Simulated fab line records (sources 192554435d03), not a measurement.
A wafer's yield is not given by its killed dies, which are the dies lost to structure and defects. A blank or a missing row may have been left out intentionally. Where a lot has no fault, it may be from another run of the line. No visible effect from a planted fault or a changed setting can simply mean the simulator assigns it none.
Chamber matching :: flow n5-finfet :: N5_SDB_ETCH_17 on rie-diel-01: 4 sister chambers
The step etches SiARC in CF4, target depth 23.4 nm, time 39 s. 8 wafers are shown with their chamber, then 9 later ones without.

WAFERS PAIRED WITH THEIR CHAMBERS
wafer: L075.1
chamber: 0
showerhead-plenum-p-Torr (Torr): 2.15
throttle-valve-pct (%): 15.64

wafer: L076.6
chamber: 0
showerhead-plenum-p-Torr (Torr): 2.14
throttle-valve-pct (%): 15.64

wafer: L078.2
chamber: 3
showerhead-plenum-p-Torr (Torr): 2.10
throttle-valve-pct (%): 15.22

wafer: L080.3
chamber: 1
showerhead-plenum-p-Torr (Torr): 2.22
throttle-valve-pct (%): 15.47

wafer: L080.5
chamber: 2
showerhead-plenum-p-Torr (Torr): 2.05
throttle-valve-pct (%): 15.52

wafer: L083.2
chamber: 3
showerhead-plenum-p-Torr (Torr): 2.10
throttle-valve-pct (%): 15.20

wafer: L083.3
chamber: 2
showerhead-plenum-p-Torr (Torr): 2.05
throttle-valve-pct (%): 15.54

wafer: L083.4
chamber: 1
showerhead-plenum-p-Torr (Torr): 2.22
throttle-valve-pct (%): 15.47

WAFERS MISSING THEIR CHAMBER
wafer: L086.3
showerhead-plenum-p-Torr (Torr): 2.10
throttle-valve-pct (%): 15.23

wafer: L086.4
showerhead-plenum-p-Torr (Torr): 2.05
throttle-valve-pct (%): 15.53

wafer: L086.5
showerhead-plenum-p-Torr (Torr): 2.22
throttle-valve-pct (%): 15.48

wafer: L090.2
showerhead-plenum-p-Torr (Torr): 2.22
throttle-valve-pct (%): 15.49

wafer: L090.4
showerhead-plenum-p-Torr (Torr): 2.05
throttle-valve-pct (%): 15.54

wafer: L090.5
showerhead-plenum-p-Torr (Torr): 2.05
throttle-valve-pct (%): 15.54

wafer: L094.2
showerhead-plenum-p-Torr (Torr): 2.14
throttle-valve-pct (%): 15.70

wafer: L094.3
showerhead-plenum-p-Torr (Torr): 2.04
throttle-valve-pct (%): 15.56

wafer: L094.4
showerhead-plenum-p-Torr (Torr): 2.21
throttle-valve-pct (%): 15.49

EACH ONE'S CHAMBER
wafer: L086.3
from the rows above: 3
in truth: 3

wafer: L086.4
from the rows above: 2
in truth: 2

wafer: L086.5
from the rows above: 1
in truth: 1

wafer: L090.2
from the rows above: 1
in truth: 1

wafer: L090.4
from the rows above: 2
in truth: 2

wafer: L090.5
from the rows above: 2
in truth: 2

wafer: L094.2
from the rows above: 0
in truth: 0

wafer: L094.3
from the rows above: 2
in truth: 2

wafer: L094.4
from the rows above: 1
in truth: 1
9 of 9 placed correctly. Number that these rows cannot place: 0. 0 placed wrongly.
How it was worked out, from the rows above alone: a wafer's distance from a chamber is the root of the sum, over the readings, of the square of ((its reading less the chamber's mean) divided by the reading's scatter). If the next closest chamber is less than 2 further off than the closest, the wafer can't be placed; otherwise it belongs to the closest. A chamber's mean is the mean of its shown wafers. The scatter: take each reading less its chamber's mean, square it, sum over the shown wafers, divide by the number of wafers less the number of chambers, and take the root.
